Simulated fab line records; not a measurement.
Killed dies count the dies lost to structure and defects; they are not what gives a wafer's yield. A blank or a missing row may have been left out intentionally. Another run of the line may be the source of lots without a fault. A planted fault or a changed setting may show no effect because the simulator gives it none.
fab line records -- flow nandHarc
record lots=13, wafers=39, lastDay=34
route steps=1302 shown P_M1@310 P_M2@326 END@1302
lots with no fault: from the same line, run without faults
startH: the number of hours between the record's first day and the start of the first shown wafer of the lot -- waitH: hours elapsed since this lot's preceding step -- " repeats the value in the row above -- L1.1+2: one row covering several wafers at once -- - either no value or no given start -- * or withheld: withheld -- < > ~ a bound
route shown NAME@n: a module of which the file shows steps, and the number in the route of the first -- usual: average and standard deviation across the fault-free wafers -- same: alike in all rows -- chamber/n: place in a boat -- sites: the reading at each site -- _std_site: standard deviation of those values -- _edge_site: mean of outer sites minus mean of inner sites -- radiusMm: how far each site lies from the wafer's centre -- mask NAME#n: copy n -- behind: the tool/chamber that last shaped the wafer -- hold: what put the lot on hold/how long, in hours/how the hold closed -- device: the n, p or np transistor that did not switch -- end of line: the tests these same wafers got at the end of their route -- a step with no rows: only its recipe -- killed: dies that structure and defects cost at the first sort, which is not the same as the wafer's yield -- map: a wafer's dies, x killed, . not, _ none there
set.NAME: setting as actually run; set.NAME@STEP: the setting as run at that earlier step -- model.NAME: the simulator's own value behind a step, which no gauge read
the route's steps for a sample of lots (tables are steps, rows are wafers)
services: the hour from which a tool's chamber was out of use, counted from the record's first day as startH (under 0 if before that day), plus the number of hours and why
## steps
# step NHARC_P_M1_ANNEAL_31
# recipe tempC=225, timeS=90
# usual wafer_temp_C_max=226.0/0.36
lot.wafer,tool,chamber,startH,waitH,wafer_temp_C_max
L647.1,rtpAnneal-01,0,142.60,0.3,225.8
L647.3,rtpAnneal-01,0,142.60,0.3,225.6
L647.4,rtpAnneal-01,0,142.60,0.3,225.5
L648.2,rtpAnneal-01,0,146.18,0.4,226.0
L648.3,rtpAnneal-01,0,146.18,0.4,226.1
L648.6,rtpAnneal-01,0,146.18,0.4,225.9
L649.2,rtpAnneal-01,0,153.04,-,225.9
L649.3,rtpAnneal-01,0,153.04,-,225.6
L649.6,rtpAnneal-01,0,153.04,-,225.5
L650.1,rtpAnneal-01,0,166.70,0.3,225.5
L650.4,rtpAnneal-01,0,166.70,0.3,225.7
L650.5,rtpAnneal-01,0,166.70,0.3,225.8
L651.1,rtpAnneal-01,0,185.14,-,226.2
L651.4,rtpAnneal-01,0,185.14,-,226.4
L651.6,rtpAnneal-01,0,185.14,-,226.1
L652.3,rtpAnneal-02,0,186.16,0.3,226.2
L652.4,rtpAnneal-02,0,186.16,0.3,226.2
L652.5,rtpAnneal-02,0,186.16,0.3,226.4
L655.3,rtpAnneal-01,0,216.33,0.3,225.8
L655.4,rtpAnneal-01,0,216.33,0.3,225.4
L655.6,rtpAnneal-01,0,216.33,0.3,225.5
L656.3,rtpAnneal-02,0,231.61,0.3,226.9
L656.4,rtpAnneal-02,0,231.61,0.3,226.3
L656.6,rtpAnneal-02,0,231.61,0.3,226.1
L661.2,rtpAnneal-02,0,270.57,0.3,226.2
L661.3,rtpAnneal-02,0,270.57,0.3,226.7
L661.4,rtpAnneal-02,0,270.57,0.3,226.3
L665.1,rtpAnneal-01,0,317.00,-,225.5
L665.2,rtpAnneal-01,0,317.00,-,225.8
L665.4,rtpAnneal-01,0,317.00,-,225.6
L667.2,rtpAnneal-01,0,328.07,-,225.7
L667.4,rtpAnneal-01,0,328.07,-,225.9
L667.5,rtpAnneal-01,0,328.07,-,225.9
L668.2,rtpAnneal-01,0,340.52,-,225.9
L668.4,rtpAnneal-01,0,340.52,-,226.3
L668.6,rtpAnneal-01,0,340.52,-,226.0
L669.2,rtpAnneal-01,0,355.07,0.4,226.0
L669.4,rtpAnneal-01,0,355.07,0.4,225.8
L669.6,rtpAnneal-01,0,355.07,0.4,225.8
# step NHARC_P_M1_DEP_33
# recipe targetThkA=300, tempC=370, targetThkNm=30, pressureTorr=3, flowSccm=200, rfW=450, material=SiCN
# usual heaterPowerW=535/95
lot.wafer,tool,chamber,startH,waitH,heaterPowerW
L647.1,pecvd-02,2,143.87,0.1,380
L647.3,pecvd-02,0,143.87,0.1,549
L647.4,pecvd-02,1,143.87,0.1,506
L648.3,pecvd-04,0,147.09,0.1,572
L648.2,pecvd-04,2,147.09,0.1,523
L648.6,pecvd-04,1,147.09,0.1,432
L649.3,pecvd-04,0,153.96,0.1,573
L649.2,pecvd-04,1,153.96,0.1,515
L649.6,pecvd-04,1,153.96,0.1,494
L650.1,pecvd-03,2,167.67,0.1,593
L650.5,pecvd-03,2,167.67,0.1,569
L650.4,pecvd-03,0,167.67,0.1,532
L651.1,pecvd-04,1,186.19,0.1,497
L651.4,pecvd-04,2,186.19,0.1,480
L651.6,pecvd-04,1,186.19,0.1,510
L652.3,pecvd-02,2,187.02,0.1,316
L652.5,pecvd-02,2,187.02,0.1,318
L652.4,pecvd-02,1,187.02,0.1,421
L655.3,pecvd-04,2,217.31,0.1,550
L655.4,pecvd-04,0,217.31,0.1,604
L655.6,pecvd-04,1,217.31,0.1,476
L656.3,pecvd-03,2,232.55,0.1,593
L656.4,pecvd-03,0,232.55,0.1,524
L656.6,pecvd-03,1,232.55,0.1,743
L661.2,pecvd-02,2,271.49,0.1,424
L661.3,pecvd-02,1,271.49,0.1,460
L661.4,pecvd-02,1,271.49,0.1,468
L665.1,pecvd-03,0,317.99,0.1,505
L665.2,pecvd-03,2,317.99,0.1,592
L665.4,pecvd-03,2,317.99,0.1,578
L667.2,pecvd-02,1,329.01,0.1,406
L667.4,pecvd-02,2,329.01,0.1,377
L667.5,pecvd-02,0,329.01,0.1,550
L668.2,pecvd-04,0,341.53,0.1,528
L668.4,pecvd-04,1,341.53,0.1,488
L668.6,pecvd-04,2,341.53,0.1,478
L669.2,pecvd-03,2,356.07,0.1,607
L669.6,pecvd-03,1,356.07,0.1,689
L669.4,pecvd-03,2,356.07,0.1,616
# step NHARC_P_M2_PEB_07
# recipe pebTempC=100, pebTimeS=65
# usual chillPlateTempC=22.99/0.11, heaterPowerTotalW=156.6/0.42, plateTempC=100.00/0.13
lot.wafer,tool,chamber,startH,waitH,chillPlateTempC,heaterPowerTotalW,plateTempC
L647.1,lithoTrack-01,0,144.91,0.1,23.00,156.9,100.08
L647.3,lithoTrack-01,0,144.91,0.1,23.12,156.0,99.91
L647.4,lithoTrack-01,0,144.91,0.1,23.19,157.0,100.01
L648.2,lithoTrack-01,0,148.26,0.1,22.99,156.6,100.08
L648.3,lithoTrack-01,0,148.26,0.1,22.95,156.9,100.10
L648.6,lithoTrack-01,0,148.26,0.1,22.97,156.0,99.94
L649.2,lithoTrack-06,0,155.13,0.1,22.97,156.0,99.80
L649.3,lithoTrack-06,0,155.13,0.1,22.93,156.3,100.13
L649.6,lithoTrack-06,0,155.13,0.1,22.97,157.1,100.00
L650.1,lithoTrack-01,0,168.71,0.1,22.95,157.0,100.06
L650.4,lithoTrack-01,0,168.71,0.1,23.02,157.1,100.19
L650.5,lithoTrack-01,0,168.71,0.1,23.10,157.2,100.25
L651.1,lithoTrack-06,0,187.26,0.1,23.14,156.0,99.85
L651.4,lithoTrack-06,0,187.26,0.1,22.87,156.4,99.80
L651.6,lithoTrack-06,0,187.26,0.1,23.03,156.3,99.87
L652.3,lithoTrack-06,0,188.07,0.0,23.02,156.0,100.11
L652.4,lithoTrack-06,0,188.07,0.0,22.89,156.0,100.14
L652.5,lithoTrack-06,0,188.07,0.0,22.72,156.1,100.09
L655.3,lithoTrack-06,0,218.39,0.0,22.92,159.9,101.82
L655.4,lithoTrack-06,0,218.39,0.0,22.95,160.2,101.80
L655.6,lithoTrack-06,0,218.39,0.0,22.95,160.0,101.65
L656.3,lithoTrack-06,0,233.64,0.0,22.92,160.7,101.43
L656.4,lithoTrack-06,0,233.64,0.0,23.00,160.5,101.42
L656.6,lithoTrack-06,0,233.64,0.0,22.98,159.6,101.56
L661.2,lithoTrack-04,0,272.70,0.1,23.02,157.2,100.09
L661.3,lithoTrack-04,0,272.70,0.1,22.83,156.2,100.01
L661.4,lithoTrack-04,0,272.70,0.1,22.93,157.1,100.08
L665.1,lithoTrack-01,0,319.03,0.1,23.30,156.9,99.96
L665.2,lithoTrack-01,0,319.03,0.1,23.02,156.3,100.03
L665.4,lithoTrack-01,0,319.03,0.1,23.19,156.9,99.91
L667.2,lithoTrack-04,0,330.19,0.1,22.77,156.8,100.08
L667.4,lithoTrack-04,0,330.19,0.1,22.95,156.8,100.01
L667.5,lithoTrack-04,0,330.19,0.1,22.83,156.0,100.01
L668.2,lithoTrack-04,0,342.61,0.1,22.87,157.1,100.28
L668.4,lithoTrack-04,0,342.61,0.1,22.88,157.2,100.13
L668.6,lithoTrack-04,0,342.61,0.1,22.98,156.3,100.09
L669.2,lithoTrack-01,0,357.28,0.1,23.15,156.0,99.91
L669.4,lithoTrack-01,0,357.28,0.1,22.97,157.1,100.18
L669.6,lithoTrack-01,0,357.28,0.1,22.98,156.7,100.18
# step NHARC_P_M2_CD_MEAS_09
# recipe targetCdNm=170, landingEnergyEv=500
# usual cdNm=170.2/0.44
lot.wafer,tool,chamber,startH,waitH,cdNm
L647.1,cdSem-03,0,144.99,-,169.3
L647.3,cdSem-03,0,144.99,-,170.0
L647.4,cdSem-03,0,144.99,-,170.0
L648.2,cdSem-01,0,148.34,-,170.7
L648.3,cdSem-01,0,148.34,-,170.4
L648.6,cdSem-01,0,148.34,-,170.1
L649.2,cdSem-03,0,155.21,-,170.2
L649.3,cdSem-03,0,155.21,-,170.1
L649.6,cdSem-03,0,155.21,-,169.8
L650.1,cdSem-01,0,168.79,-,170.1
L650.4,cdSem-01,0,168.79,-,170.6
L650.5,cdSem-01,0,168.79,-,170.6
L651.1,cdSem-01,0,187.35,-,170.6
L651.4,cdSem-01,0,187.35,-,170.1
L651.6,cdSem-01,0,187.35,-,170.1
L652.3,cdSem-03,0,188.16,-,169.2
L652.4,cdSem-03,0,188.16,-,170.1
L652.5,cdSem-03,0,188.16,-,169.6
L655.3,cdSem-02,0,218.47,-,175.2
L655.4,cdSem-02,0,218.47,-,174.8
L655.6,cdSem-02,0,218.47,-,175.1
L656.3,cdSem-02,0,233.72,-,175.8
L656.4,cdSem-02,0,233.72,-,175.7
L656.6,cdSem-02,0,233.72,-,175.6
L661.2,cdSem-03,0,272.78,-,170.4
L661.3,cdSem-03,0,272.78,-,170.0
L661.4,cdSem-03,0,272.78,-,169.5
L665.1,cdSem-03,0,319.11,-,169.9
L665.2,cdSem-03,0,319.11,-,170.2
L665.4,cdSem-03,0,319.11,-,170.0
L667.2,cdSem-01,0,330.27,-,170.2
L667.4,cdSem-01,0,330.27,-,170.6
L667.5,cdSem-01,0,330.27,-,170.7
L668.2,cdSem-02,0,342.69,-,169.4
L668.4,cdSem-02,0,342.69,-,169.8
L668.6,cdSem-02,0,342.69,-,169.8
L669.2,cdSem-03,0,357.36,-,170.7
L669.4,cdSem-03,0,357.36,-,170.7
L669.6,cdSem-03,0,357.36,-,170.7
# step NHARC_P_M2_INSPECT_11
# usual rawDefectCount=4.6/2.8
lot.wafer,tool,chamber,startH,waitH,rawDefectCount
L647.1,defectInspect-02,-,145.12,0.0,1
L647.3,defectInspect-02,-,145.12,0.0,3
L647.4,defectInspect-02,-,145.12,0.0,1
L648.2,defectInspect-01,-,148.46,0.0,5
L648.3,defectInspect-01,-,148.46,0.0,2
L648.6,defectInspect-01,-,148.46,0.0,4
L649.2,defectInspect-02,-,155.34,0.0,2
L649.3,defectInspect-02,-,155.34,0.0,6
L649.6,defectInspect-02,-,155.34,0.0,2
L650.1,defectInspect-01,-,168.91,0.0,3
L650.4,defectInspect-01,-,168.91,0.0,6
L650.5,defectInspect-01,-,168.91,0.0,4
L651.1,defectInspect-02,-,187.49,0.0,3
L651.4,defectInspect-02,-,187.49,0.0,7
L651.6,defectInspect-02,-,187.49,0.0,3
L652.3,defectInspect-02,-,188.28,0.0,3
L652.4,defectInspect-02,-,188.28,0.0,1
L652.5,defectInspect-02,-,188.28,0.0,0
L655.3,defectInspect-01,-,218.59,0.0,7
L655.4,defectInspect-01,-,218.59,0.0,8
L655.6,defectInspect-01,-,218.59,0.0,1
L656.3,defectInspect-02,-,233.84,0.0,4
L656.4,defectInspect-02,-,233.84,0.0,2
L656.6,defectInspect-02,-,233.84,0.0,3
L661.2,defectInspect-01,-,272.90,0.0,2
L661.3,defectInspect-01,-,272.90,0.0,3
L661.4,defectInspect-01,-,272.90,0.0,5
L665.1,defectInspect-02,-,319.23,0.0,3
L665.2,defectInspect-02,-,319.23,0.0,6
L665.4,defectInspect-02,-,319.23,0.0,3
L667.2,defectInspect-02,-,330.39,0.0,2
L667.4,defectInspect-02,-,330.39,0.0,3
L667.5,defectInspect-02,-,330.39,0.0,5
L668.2,defectInspect-02,-,342.81,0.0,9
L668.4,defectInspect-02,-,342.81,0.0,8
L668.6,defectInspect-02,-,342.81,0.0,4
L669.2,defectInspect-02,-,357.49,0.0,4
L669.4,defectInspect-02,-,357.49,0.0,8
L669.6,defectInspect-02,-,357.49,0.0,10
# step NHARC_END_SORT_01
# recipe tempC=25
# usual defectLimitedYield=91/3.1, killedAtArray=56/21, killedAtOther=1.2/1.6, killedAtPeriphery=3.7/2.5, killedDies=61/21, killedOpen=3.1/1.8, killedShort=2.8/1.7
# same grossDies=677
lot.wafer,tool,chamber,startH,waitH,defectLimitedYield[%],killedAtArray,killedAtOther,killedAtPeriphery,killedDies,killedOpen,killedShort
L647.1,prober-02,0,560.46,2.5,87,79,5,2,86,5,1
L647.3,prober-02,0,562.05,3.1,88,77,1,1,79,3,0
L647.4,prober-02,0,562.84,3.4,86,88,8,2,98,1,2
L661.2,prober-01,0,699.11,2.8,90,68,0,1,69,2,4
L661.3,prober-01,0,699.91,3.1,90,70,0,1,71,4,1
L661.4,prober-01,0,700.71,3.4,89,72,0,3,75,0,3
# killed by level:class
L647.1 A_CHANNEL_HOLE_D1:chamberFilmFlake=34 A_SLIT:chamberFilmFlake=17 A_CHANNEL_HOLE_D2:chamberFilmFlake=7 A_CONTACT:chamberFilmFlake=6 A_SGD_CUT:chamberFilmFlake=5 THIN_TSV:chamberFilmFlake=5 A_STAIRCASE:chamberFilmFlake=3 P_M0:geometricParticle:open=2
L647.3 A_CHANNEL_HOLE_D1:chamberFilmFlake=30 A_SLIT:chamberFilmFlake=20 A_CHANNEL_HOLE_D2:chamberFilmFlake=8 A_SGD_CUT:chamberFilmFlake=6 A_CONTACT:chamberFilmFlake=6 A_ZERO_WELL:chamberFilmFlake=2 A_ONON_D2:geometricParticle:open=1 A_SGD_CUT:geometricParticle:open=1
L647.4 A_CHANNEL_HOLE_D1:chamberFilmFlake=32 A_SLIT:chamberFilmFlake=25 A_CHANNEL_HOLE_D2:chamberFilmFlake=13 THIN_TSV:chamberFilmFlake=8 A_SGD_CUT:chamberFilmFlake=7 A_WL_FILL:chamberFilmFlake=3 P_BONDPAD:chamberFilmFlake=2 A_STAIRCASE:chamberFilmFlake=2
L661.2 A_SLIT:chamberFilmFlake=28 A_CHANNEL_HOLE_D2:chamberFilmFlake=19 A_CHANNEL_HOLE_D1:chamberFilmFlake=9 A_CONTACT:chamberFilmFlake=4 A_WL_FILL:geometricParticle:short=2 A_CHANNEL_FILL_D1:chamberFilmFlake=2 P_GATE:geometricParticle:open=1 A_CHANNEL_FILL_D1:geometricParticle:open=1
L661.3 A_CHANNEL_HOLE_D2:chamberFilmFlake=27 A_SLIT:chamberFilmFlake=24 A_CHANNEL_HOLE_D1:chamberFilmFlake=6 A_CHANNEL_FILL_D1:chamberFilmFlake=4 A_CHANNEL_FILL_D1:geometricParticle:open=2 A_ZERO_WELL:chamberFilmFlake=2 A_CONTACT:chamberFilmFlake=2 A_ONON_D1:geometricParticle:open=1
L661.4 A_SLIT:chamberFilmFlake=28 A_CHANNEL_HOLE_D2:chamberFilmFlake=23 A_CONTACT:chamberFilmFlake=7 A_CHANNEL_HOLE_D1:chamberFilmFlake=4 A_STAIRCASE:chamberFilmFlake=3 P_ZERO_WELL:chamberFilmFlake=2 A_CHANNEL_FILL_D1:chamberFilmFlake=2 A_DECK1_JOINT:chamberFilmFlake=1
## services
tool,chamber,startH,hours,kind
lithoTrack-01,-,155.00,7.0,pm
lithoTrack-06,-,179.00,7.0,pm
pecvd-03,-,185.23,13.0,pm
pecvd-03,0,185.23,13.0,ventCycle
pecvd-03,1,185.23,13.0,ventCycle
pecvd-03,2,185.23,13.0,ventCycle
pecvd-03,0,198.23,-,clean
pecvd-03,1,198.23,-,clean
pecvd-03,2,198.23,-,clean
lithoTrack-04,-,203.00,7.0,pm
pecvd-02,-,227.71,13.0,pm
pecvd-02,0,227.71,13.0,ventCycle
pecvd-02,1,227.71,13.0,ventCycle
pecvd-04,-,269.21,13.0,pm
pecvd-04,0,269.21,13.0,ventCycle
pecvd-04,1,269.21,13.0,ventCycle
pecvd-04,2,269.21,13.0,ventCycle
pecvd-04,0,282.21,-,clean
pecvd-04,1,282.21,-,clean
pecvd-04,2,282.21,-,clean
lithoTrack-01,-,330.00,7.0,pm
pecvd-02,2,331.50,2.7,repair
pecvd-04,-,344.28,4.8,repair
lithoTrack-06,-,354.00,7.0,pm
## key
firstSign step=NHARC_P_M2_PEB_07, reading=plateTempC, direction=up, sigmas=12, usual=*, struck=*
effect step=NHARC_P_M2_PEB_07, reading=heaterPowerTotalW, direction=up, sigmas=8.5, usual=*, struck=*
effect step=NHARC_P_M2_CD_MEAS_09, reading=cdNm, direction=up, sigmas=12, usual=170.2, struck=175.4
metAt NHARC_P_M2_PEB_07
struckLots L655,L656
notActingAt NHARC_P_M1_ANNEAL_31,NHARC_P_M1_DEP_33,NHARC_P_M2_INSPECT_11
onsetBetween 188.07 218.39
fault kind=processParameterDrift, tool=lithoTrack-06, chamber=-, onsetH=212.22, steps=NHARC_P_M2_PEB_07, channel=pebTempC, offset=*, shape=step, endH=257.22, actsIn=*, stated=*
